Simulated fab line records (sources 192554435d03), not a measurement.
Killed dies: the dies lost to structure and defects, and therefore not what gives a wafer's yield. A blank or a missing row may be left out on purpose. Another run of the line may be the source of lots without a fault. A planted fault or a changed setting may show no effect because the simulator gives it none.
Which tool did it? + flow n5_finfet + 21 lots with 63 wafers sampled at 6 steps, on a route of 1938 steps

== WHAT THE GAUGES READ, wafer by wafer ==
Not one reading of a measure or inspect step in the record can be checked against a usual standard deviation.

== TOOL THAT RAN EACH LOT (tool first, then ch and the chambers of the sampled wafers, then the start) ==
| lot  | N5_FIN_SAQP_STRIP_70              | N5_FIN_SAQP_MANDREL2_REMOVE_60  | N5_FIN_CUT_STRIP_24               | N5_FIN_CUT_CUT_ETCH_26            | N5_FIN_CUT_STRIP_22               | N5_STI_FIN_REVEAL_ALD_00         |
|------|-----------------------------------|---------------------------------|-----------------------------------|-----------------------------------|-----------------------------------|----------------------------------|
| L074 | rie_diel-01 ch 0,3, day 2 02:19   | rie_si-05 ch 0,2,3, day 2 03:22 | rie_diel-06 ch 1,2,3, day 2 05:02 | rie_diel-06 ch 1,2,3, day 2 05:03 | rie_diel-02 ch 0,1,2, day 2 05:35 | ald_sin-01 ch 0,1,3, day 2 05:47 |
| L075 | rie_diel-04 ch 2,3, day 2 07:21   | rie_si-02 ch 0,3, day 2 07:58   | rie_diel-02 ch 0,1,2, day 2 09:38 | rie_diel-02 ch 0,1,2, day 2 09:39 | rie_diel-06 ch 1,3, day 2 09:58   | ald_sin-01 ch 0,1,3, day 2 10:10 |
| L076 | rie_diel-01 ch 1,2,3, day 2 13:39 | rie_si-04 ch 0,2,3, day 2 14:22 | rie_diel-02 ch 1,2,3, day 2 16:17 | rie_diel-02 ch 1,2,3, day 2 16:19 | rie_diel-05 ch 3, day 2 16:37     | ald_sin-04 ch 1,2,3, day 2 16:50 |
| L077 | rie_diel-01 ch 0,3, day 2 19:10   | rie_si-05 ch 1,3, day 2 19:47   | rie_diel-02 ch 2,3, day 2 21:26   | rie_diel-02 ch 2,3, day 2 21:28   | rie_diel-02 ch 0,2, day 2 21:47   | ald_sin-04 ch 1,2,3, day 2 22:04 |
| L078 | rie_diel-03 ch 0,1,3, day 3 00:31 | rie_si-04 ch 0,2,3, day 3 02:01 | rie_diel-02 ch 0,1,2, day 3 03:44 | rie_diel-02 ch 0,1,2, day 3 03:45 | rie_diel-06 ch 1,2,3, day 3 04:11 | ald_sin-01 ch 1,2,3, day 3 04:28 |
| L079 | rie_diel-03 ch 1,2,3, day 3 06:50 | rie_si-05 ch 1,2, day 3 07:43   | rie_diel-06 ch 1,3, day 3 09:30   | rie_diel-06 ch 1,3, day 3 09:31   | rie_diel-02 ch 0,2, day 3 09:52   | ald_sin-02 ch 0,2,3, day 3 10:04 |
| L080 | rie_diel-03 ch 1,3, day 3 12:13   | rie_si-04 ch 0,2, day 3 12:50   | rie_diel-06 ch 0,2,3, day 3 14:23 | rie_diel-06 ch 0,2,3, day 3 14:25 | rie_diel-06 ch 1,2,3, day 3 14:46 | ald_sin-02 ch 0,2,3, day 3 14:58 |
| L082 | rie_diel-01 ch 1,2, day 4 00:20   | rie_si-02 ch 2,3, day 4 01:08   | rie_diel-02 ch 0,1,2, day 4 02:46 | rie_diel-02 ch 0,1,2, day 4 02:47 | rie_diel-02 ch 0,2,3, day 4 03:06 | ald_sin-02 ch 0,1,2, day 4 03:47 |
| L083 | rie_diel-01 ch 1,3, day 4 08:25   | rie_si-02 ch 1,2,3, day 4 09:05 | rie_diel-02 ch 1,3, day 4 11:14   | rie_diel-02 ch 1,3, day 4 11:15   | rie_diel-05 ch 2,3, day 4 11:37   | ald_sin-04 ch 1,3, day 4 12:01   |
| L084 | rie_diel-03 ch 1,3, day 4 13:19   | rie_si-04 ch 0,1,3, day 4 13:58 | rie_diel-02 ch 0,1, day 4 15:33   | rie_diel-02 ch 0,1, day 4 15:34   | rie_diel-02 ch 0,1,3, day 4 15:53 | ald_sin-01 ch 2,3, day 4 16:05   |
| L085 | rie_diel-01 ch 0,2,3, day 5 01:24 | rie_si-04 ch 0,1,2, day 5 02:21 | rie_diel-06 ch 1,3, day 5 04:00   | rie_diel-06 ch 1,3, day 5 04:01   | rie_diel-06 ch 0,1,2, day 5 04:24 | ald_sin-02 ch 0,1, day 5 06:08   |
| L086 | rie_diel-04 ch 0,2, day 5 03:20   | rie_si-04 ch 0,1, day 5 04:33   | rie_diel-05 ch 2,3, day 5 06:14   | rie_diel-05 ch 2,3, day 5 06:15   | rie_diel-02 ch 0,2,3, day 5 06:41 | ald_sin-02 ch 0,3, day 5 07:56   |
| L087 | rie_diel-03 ch 1,2,3, day 5 08:01 | rie_si-05 ch 1,3, day 5 08:52   | rie_diel-02 ch 0,2, day 5 10:55   | rie_diel-02 ch 0,2, day 5 10:56   | rie_diel-06 ch 0,1,3, day 5 11:16 | ald_sin-02 ch 1,2, day 5 11:41   |
| L088 | rie_diel-04 ch 0,1,2, day 5 13:34 | rie_si-02 ch 1,2,3, day 5 14:11 | rie_diel-02 ch 0,2,3, day 5 15:54 | rie_diel-02 ch 0,2,3, day 5 15:55 | rie_diel-06 ch 1,2, day 5 16:14   | ald_sin-02 ch 0,2,3, day 5 17:10 |
| L090 | rie_diel-03 ch 0,2,3, day 6 01:13 | rie_si-04 ch 0,2, day 6 01:53   | rie_diel-05 ch 0,1,2, day 6 03:31 | rie_diel-05 ch 0,1,2, day 6 03:32 | rie_diel-05 ch 1,2,3, day 6 03:52 | ald_sin-04 ch 0,1,2, day 6 04:17 |
| L091 | rie_diel-04 ch 0,1,2, day 6 09:20 | rie_si-04 ch 1,2,3, day 6 09:57 | rie_diel-02 ch 0,1,2, day 6 11:55 | rie_diel-02 ch 0,1,2, day 6 11:56 | rie_diel-06 ch 0,1, day 6 12:23   | ald_sin-04 ch 0,3, day 6 12:35   |
| L093 | rie_diel-04 ch 0,1, day 6 19:21   | rie_si-02 ch 1,3, day 6 21:53   | rie_diel-06 ch 1,2,3, day 7 00:32 | rie_diel-06 ch 1,2,3, day 7 00:33 | rie_diel-06 ch 0,1,3, day 7 00:52 | ald_sin-04 ch 0,1,2, day 7 01:25 |
| L094 | rie_diel-03 ch 2,3, day 7 02:15   | rie_si-05 ch 0,2, day 7 03:25   | rie_diel-05 ch 0,1,3, day 7 04:56 | rie_diel-05 ch 0,1,3, day 7 04:58 | rie_diel-05 ch 0,1,3, day 7 05:17 | ald_sin-04 ch 2,3, day 7 05:29   |
| L095 | rie_diel-01 ch 0,3, day 7 07:14   | rie_si-05 ch 0,2, day 7 07:52   | rie_diel-06 ch 1,2,3, day 7 09:24 | rie_diel-06 ch 1,2,3, day 7 09:25 | rie_diel-05 ch 1,2,3, day 7 09:44 | ald_sin-02 ch 0,1, day 7 09:56   |
| L096 | rie_diel-04 ch 0,2, day 7 13:02   | rie_si-04 ch 1,3, day 7 13:44   | rie_diel-05 ch 0,2,3, day 7 15:21 | rie_diel-05 ch 0,2,3, day 7 15:22 | rie_diel-06 ch 1,3, day 7 15:41   | ald_sin-04 ch 1,2,3, day 7 16:17 |
| L097 | rie_diel-03 ch 0,1,3, day 7 19:36 | rie_si-02 ch 0,2,3, day 7 20:13 | rie_diel-02 ch 0,1,3, day 7 21:53 | rie_diel-02 ch 0,1,3, day 7 21:54 | rie_diel-05 ch 0,2,3, day 7 22:15 | ald_sin-02 ch 0,1,3, day 7 22:27 |
- N5_FIN_SAQP_STRIP_70: strips in N2/H2.
- N5_FIN_SAQP_MANDREL2_REMOVE_60: chemistry HBr/Cl2/O2, target a-Si, stops on SiNx, bt time 10 s.
- N5_FIN_CUT_STRIP_24: strips in CF4.
- N5_FIN_CUT_CUT_ETCH_26: etches SiNx in CH3F/O2, target depth 39 nm, time 55.7 s.
- N5_FIN_CUT_STRIP_22: strips in N2/H2.
- N5_STI_FIN_REVEAL_ALD_00: deposits SiO2, target thk 1 nm, pulse time 1 s.

== WHAT THE TOOLS THEMSELVES READ (means of the sampled wafers that have a number; where no wafer has one, the mark that the record gives instead) ==
N5_FIN_SAQP_STRIP_70. Usual: bias_power_w 28.00 W, standard deviation 0.088; drypump_motor_current_A 5.6 A, standard deviation 0.39; oes_product_au 0.79 a.u., standard deviation 0.1; rf_vpp_V 122.0 V, standard deviation 1; showerhead_plenum_p_Torr 3.35 Torr, standard deviation 0.079; throttle_valve_pct 18.7 %, standard deviation 0.45.
| lot  | tool        | bias_power_w (W) | drypump_motor_current_A (A) | oes_product_au (a.u.) | rf_vpp_V (V) | showerhead_plenum_p_Torr (Torr) | throttle_valve_pct (%) | flag |
|------|-------------|------------------|-----------------------------|-----------------------|--------------|---------------------------------|------------------------|------|
| L074 | rie_diel-01 | 27.84            | 5.7                         | 0.76                  | 121.8        | 3.30                            | 18.6                   |      |
| L075 | rie_diel-04 | 28.11            | 5.3                         | 0.91                  | 122.7        | 3.28                            | 18.3                   |      |
| L076 | rie_diel-01 | 27.92            | 5.7                         | 0.79                  | 121.9        | 3.42                            | 18.6                   |      |
| L077 | rie_diel-01 | 28.01            | 5.5                         | 0.74                  | 122.3        | 3.40                            | 18.7                   |      |
| L078 | rie_diel-03 | 27.97            | 5.6                         | 0.72                  | 122.1        | 3.38                            | 19.0                   |      |
| L079 | rie_diel-03 | 28.01            | 5.4                         | 0.70                  | 122.5        | 3.41                            | 19.1                   |      |
| L080 | rie_diel-03 | 28.03            | 5.2                         | 0.70                  | 122.2        | 3.40                            | 19.3                   |      |
| L082 | rie_diel-01 | 27.86            | 5.8                         | 0.84                  | 122.1        | 3.39                            | 18.4                   |      |
| L083 | rie_diel-01 | 27.96            | 5.6                         | 0.85                  | 122.5        | 3.44                            | 18.3                   |      |
| L084 | rie_diel-03 | 28.03            | 5.2                         | 0.70                  | 123.0        | 3.40                            | 19.3                   |      |
| L085 | rie_diel-01 | 28.06            | 5.7                         | 0.72                  | 120.9        | 3.34                            | 18.8                   |      |
| L086 | rie_diel-04 | 28.02            | 5.9                         | 0.80                  | 121.9        | 3.28                            | 18.3                   |      |
| L087 | rie_diel-03 | 28.00            | 5.4                         | 0.79                  | 122.0        | 3.40                            | 19.0                   |      |
| L088 | rie_diel-04 | 28.04            | 5.7                         | 0.87                  | 122.1        | 3.28                            | 18.5                   |      |
| L090 | rie_diel-03 | 28.03            | 5.8                         | 0.81                  | 121.1        | 3.37                            | 18.7                   |      |
| L091 | rie_diel-04 | 28.01            | 5.7                         | 0.85                  | 121.6        | 3.28                            | 18.5                   |      |
| L093 | rie_diel-04 | 28.02            | 5.9                         | 0.80                  | 121.6        | 3.29                            | 18.6                   |      |
| L094 | rie_diel-03 | 27.89            | 5.5                         | 0.77                  | 121.7        | 3.37                            | 19.0                   |      |
| L095 | rie_diel-01 | 27.94            | 5.5                         | 0.71                  | 122.6        | 3.38                            | 18.8                   |      |
| L096 | rie_diel-04 | 28.03            | 5.7                         | 0.82                  | 122.9        | 3.26                            | 18.2                   |      |
| L097 | rie_diel-03 | 28.00            | 5.6                         | 0.78                  | 121.7        | 3.36                            | 19.0                   |      |

N5_FIN_SAQP_MANDREL2_REMOVE_60. Usual: drypump_motor_current_A 5.5 A, standard deviation 0.39; oes_product_au 1.007 a.u., standard deviation 0.019; throttle_valve_pct 36.6 %, standard deviation 0.32.
| lot  | tool      | drypump_motor_current_A (A) | oes_product_au (a.u.) | throttle_valve_pct (%) | flag |
|------|-----------|-----------------------------|-----------------------|------------------------|------|
| L074 | rie_si-05 | 5.5                         | 1.014                 | 36.3                   |      |
| L075 | rie_si-02 | 5.5                         | 0.985                 | 37.0                   |      |
| L076 | rie_si-04 | 5.8                         | 1.016                 | 36.7                   |      |
| L077 | rie_si-05 | 5.1                         | 1.017                 | 36.5                   |      |
| L078 | rie_si-04 | 5.8                         | 1.006                 | 36.7                   |      |
| L079 | rie_si-05 | 5.3                         | 1.014                 | 36.5                   |      |
| L080 | rie_si-04 | 5.7                         | 1.026                 | 36.7                   |      |
| L082 | rie_si-02 | 5.4                         | 0.985                 | 36.8                   |      |
| L083 | rie_si-02 | 5.5                         | 0.993                 | 36.9                   |      |
| L084 | rie_si-04 | 5.4                         | 1.014                 | 36.9                   |      |
| L085 | rie_si-04 | 5.6                         | 1.020                 | 36.8                   |      |
| L086 | rie_si-04 | 5.2                         | 1.020                 | 37.0                   |      |
| L087 | rie_si-05 | 5.1                         | 1.014                 | 36.4                   |      |
| L088 | rie_si-02 | 5.4                         | 0.998                 | 36.9                   |      |
| L090 | rie_si-04 | 6.1                         | 1.018                 | 36.6                   |      |
| L091 | rie_si-04 | 5.7                         | 1.005                 | 36.7                   |      |
| L093 | rie_si-02 | 5.5                         | 1.001                 | 37.1                   |      |
| L094 | rie_si-05 | 5.7                         | 1.020                 | 36.1                   |      |
| L095 | rie_si-05 | 5.7                         | 1.013                 | 36.3                   |      |
| L096 | rie_si-04 | 5.3                         | 1.008                 | 36.9                   |      |
| L097 | rie_si-02 | 5.5                         | 0.979                 | 36.8                   |      |

N5_FIN_CUT_STRIP_24. Usual: bias_power_w 75.03 W, standard deviation 0.24; drypump_motor_current_A 5.8 A, standard deviation 0.37; oes_product_au 0.80 a.u., standard deviation 0.08; rf_vpp_V 270.9 V, standard deviation 1.7; showerhead_plenum_p_Torr 1.79 Torr, standard deviation 0.07; throttle_valve_pct 13.51 %, standard deviation 0.23.
| lot  | tool        | bias_power_w (W) | drypump_motor_current_A (A) | oes_product_au (a.u.) | rf_vpp_V (V) | showerhead_plenum_p_Torr (Torr) | throttle_valve_pct (%) | flag |
|------|-------------|------------------|-----------------------------|-----------------------|--------------|---------------------------------|------------------------|------|
| L074 | rie_diel-06 | 74.85            | 6.0                         | 0.74                  | 270.7        | 1.80                            | 13.52                  |      |
| L075 | rie_diel-02 | 75.09            | 5.7                         | 0.81                  | 270.6        | 1.82                            | 13.55                  |      |
| L076 | rie_diel-02 | 74.98            | 6.0                         | 0.84                  | 270.5        | 1.80                            | 13.43                  |      |
| L077 | rie_diel-02 | 74.97            | 6.0                         | 0.88                  | 271.2        | 1.81                            | 13.33                  |      |
| L078 | rie_diel-02 | 74.99            | 5.7                         | 0.80                  | 271.4        | 1.82                            | 13.55                  |      |
| L079 | rie_diel-06 | 75.00            | 6.0                         | 0.73                  | 269.5        | 1.73                            | 13.69                  |      |
| L080 | rie_diel-06 | 74.92            | 6.1                         | 0.81                  | 272.0        | 1.82                            | 13.41                  |      |
| L082 | rie_diel-02 | 75.21            | 5.6                         | 0.80                  | 271.0        | 1.82                            | 13.56                  |      |
| L083 | rie_diel-02 | 75.04            | 6.1                         | 0.81                  | 270.0        | 1.75                            | 13.39                  |      |
| L084 | rie_diel-02 | 74.89            | 5.5                         | 0.75                  | 270.2        | 1.79                            | 13.63                  |      |
| L085 | rie_diel-06 | 74.96            | 6.2                         | 0.70                  | 270.2        | 1.75                            | 13.59                  |      |
| L086 | rie_diel-05 | 75.19            | 6.0                         | 0.78                  | 269.6        | 1.73                            | 13.44                  |      |
| L087 | rie_diel-02 | 74.91            | 5.5                         | 0.83                  | 272.6        | 1.87                            | 13.56                  |      |
| L088 | rie_diel-02 | 75.16            | 5.7                         | 0.82                  | 271.9        | 1.83                            | 13.49                  |      |
| L090 | rie_diel-05 | 75.05            | 5.6                         | 0.78                  | 271.7        | 1.71                            | 13.45                  |      |
| L091 | rie_diel-02 | 74.97            | 5.6                         | 0.77                  | 271.1        | 1.81                            | 13.62                  |      |
| L093 | rie_diel-06 | 75.14            | 5.9                         | 0.82                  | 270.9        | 1.78                            | 13.41                  |      |
| L094 | rie_diel-05 | 74.85            | 5.7                         | 0.78                  | 270.2        | 1.78                            | 13.69                  |      |
| L095 | rie_diel-06 | 75.37            | 5.9                         | 0.81                  | 271.5        | 1.78                            | 13.43                  |      |
| L096 | rie_diel-05 | 75.21            | 5.8                         | 0.80                  | 271.0        | 1.76                            | 13.45                  |      |
| L097 | rie_diel-02 | 75.05            | 5.8                         | 0.76                  | 269.8        | 1.76                            | 13.56                  |      |

N5_FIN_CUT_CUT_ETCH_26. Usual: drypump_motor_current_A 5.8 A, standard deviation 0.37; oes_product_au 0.81 a.u., standard deviation 0.078; rf_vpp_V 294 V, standard deviation 6.8; showerhead_plenum_p_Torr 1.99 Torr, standard deviation 0.081; throttle_valve_pct 16.27 %, standard deviation 0.23.
| lot  | tool        | drypump_motor_current_A (A) | oes_product_au (a.u.) | rf_vpp_V (V) | showerhead_plenum_p_Torr (Torr) | throttle_valve_pct (%) | flag |
|------|-------------|-----------------------------|-----------------------|--------------|---------------------------------|------------------------|------|
| L074 | rie_diel-06 | 6.0                         | 0.75                  | 294          | 2.00                            | 16.30                  |      |
| L075 | rie_diel-02 | 5.6                         | 0.82                  | 291          | 2.00                            | 16.25                  |      |
| L076 | rie_diel-02 | 5.9                         | 0.85                  | 297          | 2.00                            | 16.20                  |      |
| L077 | rie_diel-02 | 6.0                         | 0.91                  | 301          | 2.02                            | 16.18                  |      |
| L078 | rie_diel-02 | 5.6                         | 0.82                  | 291          | 2.00                            | 16.26                  |      |
| L079 | rie_diel-06 | 6.0                         | 0.73                  | 294          | 1.93                            | 16.45                  |      |
| L080 | rie_diel-06 | 6.1                         | 0.82                  | 292          | 2.04                            | 16.17                  |      |
| L082 | rie_diel-02 | 5.7                         | 0.81                  | 291          | 2.00                            | 16.27                  |      |
| L083 | rie_diel-02 | 6.1                         | 0.84                  | 296          | 1.94                            | 16.18                  |      |
| L084 | rie_diel-02 | 5.5                         | 0.76                  | 285          | 1.96                            | 16.25                  |      |
| L085 | rie_diel-06 | 6.2                         | 0.71                  | 292          | 1.95                            | 16.34                  |      |
| L086 | rie_diel-05 | 6.0                         | 0.78                  | 299          | 1.94                            | 16.25                  |      |
| L087 | rie_diel-02 | 5.5                         | 0.84                  | 295          | 2.08                            | 16.30                  |      |
| L088 | rie_diel-02 | 5.7                         | 0.84                  | 295          | 2.02                            | 16.24                  |      |
| L090 | rie_diel-05 | 5.7                         | 0.81                  | 293          | 1.91                            | 16.28                  |      |
| L091 | rie_diel-02 | 5.6                         | 0.78                  | 292          | 1.99                            | 16.28                  |      |
| L093 | rie_diel-06 | 6.0                         | 0.82                  | 293          | 1.99                            | 16.21                  |      |
| L094 | rie_diel-05 | 5.6                         | 0.80                  | 301          | 1.99                            | 16.52                  |      |
| L095 | rie_diel-06 | 6.0                         | 0.81                  | 294          | 1.99                            | 16.20                  |      |
| L096 | rie_diel-05 | 5.8                         | 0.81                  | 300          | 1.97                            | 16.26                  |      |
| L097 | rie_diel-02 | 5.8                         | 0.77                  | 291          | 1.94                            | 16.26                  |      |

N5_FIN_CUT_STRIP_22. Usual: bias_power_w 7.999 W, standard deviation 0.024; drypump_motor_current_A 5.9 A, standard deviation 0.35; oes_product_au 0.81 a.u., standard deviation 0.078; rf_vpp_V 54.0 V, standard deviation 2.2; showerhead_plenum_p_Torr 3.34 Torr, standard deviation 0.14; throttle_valve_pct 18.9 %, standard deviation 0.34.
| lot  | tool        | bias_power_w (W) | drypump_motor_current_A (A) | oes_product_au (a.u.) | rf_vpp_V (V) | showerhead_plenum_p_Torr (Torr) | throttle_valve_pct (%) | flag |
|------|-------------|------------------|-----------------------------|-----------------------|--------------|---------------------------------|------------------------|------|
| L074 | rie_diel-02 | 7.998            | 5.6                         | 0.81                  | 55.5         | 3.38                            | 18.7                   |      |
| L075 | rie_diel-06 | 7.983            | 6.2                         | 0.71                  | 55.7         | 3.29                            | 18.9                   |      |
| L076 | rie_diel-05 | 8.000            | 6.0                         | 0.83                  | 54.2         | 3.52                            | 19.2                   |      |
| L077 | rie_diel-02 | 7.996            | 5.5                         | 0.88                  | 53.9         | 3.51                            | 18.8                   |      |
| L078 | rie_diel-06 | 8.014            | 5.9                         | 0.75                  | 52.3         | 3.36                            | 19.1                   |      |
| L079 | rie_diel-02 | 7.994            | 5.5                         | 0.86                  | 52.7         | 3.50                            | 18.8                   |      |
| L080 | rie_diel-06 | 8.004            | 5.9                         | 0.74                  | 54.7         | 3.36                            | 19.1                   |      |
| L082 | rie_diel-02 | 8.013            | 5.7                         | 0.86                  | 53.7         | 3.40                            | 18.7                   |      |
| L083 | rie_diel-05 | 7.983            | 6.0                         | 0.81                  | 52.5         | 3.38                            | 19.1                   |      |
| L084 | rie_diel-02 | 8.021            | 5.8                         | 0.79                  | 54.0         | 3.26                            | 18.6                   |      |
| L085 | rie_diel-06 | 7.993            | 5.9                         | 0.81                  | 52.9         | 3.38                            | 19.0                   |      |
| L086 | rie_diel-02 | 8.002            | 5.7                         | 0.85                  | 56.5         | 3.39                            | 18.7                   |      |
| L087 | rie_diel-06 | 7.986            | 6.2                         | 0.77                  | 51.9         | 3.31                            | 18.9                   |      |
| L088 | rie_diel-06 | 8.010            | 5.7                         | 0.77                  | 53.0         | 3.42                            | 19.3                   |      |
| L090 | rie_diel-05 | 8.019            | 5.8                         | 0.75                  | 52.5         | 3.28                            | 19.2                   |      |
| L091 | rie_diel-06 | 7.996            | 5.9                         | 0.78                  | 54.7         | 3.27                            | 19.0                   |      |
| L093 | rie_diel-06 | 8.017            | 6.2                         | 0.87                  | 53.7         | 3.30                            | 18.8                   |      |
| L094 | rie_diel-05 | 7.996            | 5.6                         | 0.80                  | 53.0         | 3.32                            | 19.0                   |      |
| L095 | rie_diel-05 | 8.002            | 5.8                         | 0.76                  | 54.3         | 3.27                            | 19.2                   |      |
| L096 | rie_diel-06 | 7.985            | 6.2                         | 0.87                  | 54.9         | 3.27                            | 18.7                   |      |
| L097 | rie_diel-05 | 8.003            | 5.8                         | 0.81                  | 52.8         | 3.30                            | 18.9                   |      |

N5_STI_FIN_REVEAL_ALD_00. Usual: heater_power_w 466 W, standard deviation 40; precursor_pulse_height_rel 0.997, standard deviation 0.02.
| lot  | tool       | heater_power_w (W) | precursor_pulse_height_rel | flag |
|------|------------|--------------------|----------------------------|------|
| L074 | ald_sin-01 | 424                | 1.000                      |      |
| L075 | ald_sin-01 | 418                | 1.001                      |      |
| L076 | ald_sin-04 | 487                | 0.993                      |      |
| L077 | ald_sin-04 | 488                | 1.021                      |      |
| L078 | ald_sin-01 | 421                | 1.006                      |      |
| L079 | ald_sin-02 | 459                | 0.998                      |      |
| L080 | ald_sin-02 | 460                | 0.978                      |      |
| L082 | ald_sin-02 | 484                | 1.008                      |      |
| L083 | ald_sin-04 | 477                | 0.979                      |      |
| L084 | ald_sin-01 | 447                | 1.005                      |      |
| L085 | ald_sin-02 | 468                | 0.989                      |      |
| L086 | ald_sin-02 | 446                | 1.007                      |      |
| L087 | ald_sin-02 | 496                | 0.976                      |      |
| L088 | ald_sin-02 | 466                | 0.998                      |      |
| L090 | ald_sin-04 | 465                | 1.009                      |      |
| L091 | ald_sin-04 | 468                | 0.983                      |      |
| L093 | ald_sin-04 | 461                | 0.978                      |      |
| L094 | ald_sin-04 | 510                | 0.983                      |      |
| L095 | ald_sin-02 | 473                | 0.996                      |      |
| L096 | ald_sin-04 | 492                | 1.005                      |      |
| L097 | ald_sin-02 | 466                | 0.993                      |      |

== THE ANSWER, worked out from the rows above alone ==
Rule: a lot is off if the mean of its wafers that have a number lies more than 3 standard deviations from the usual mean. Also off: a lot with no number at a reading for which 4 or more lots have one. Where the step has rows for the other lots, those lots are counted as sound. Order of review: gauges by route order, followed by the tools' own readings, for which a lot's mean as printed above is used. At the first step where some lot is off, the reading lying furthest off is the one used; lots without a number count as furthest.
Nothing can be told from this: no lot is off at any reading shown.

== WHAT THE SIMULATOR PUT IN ==
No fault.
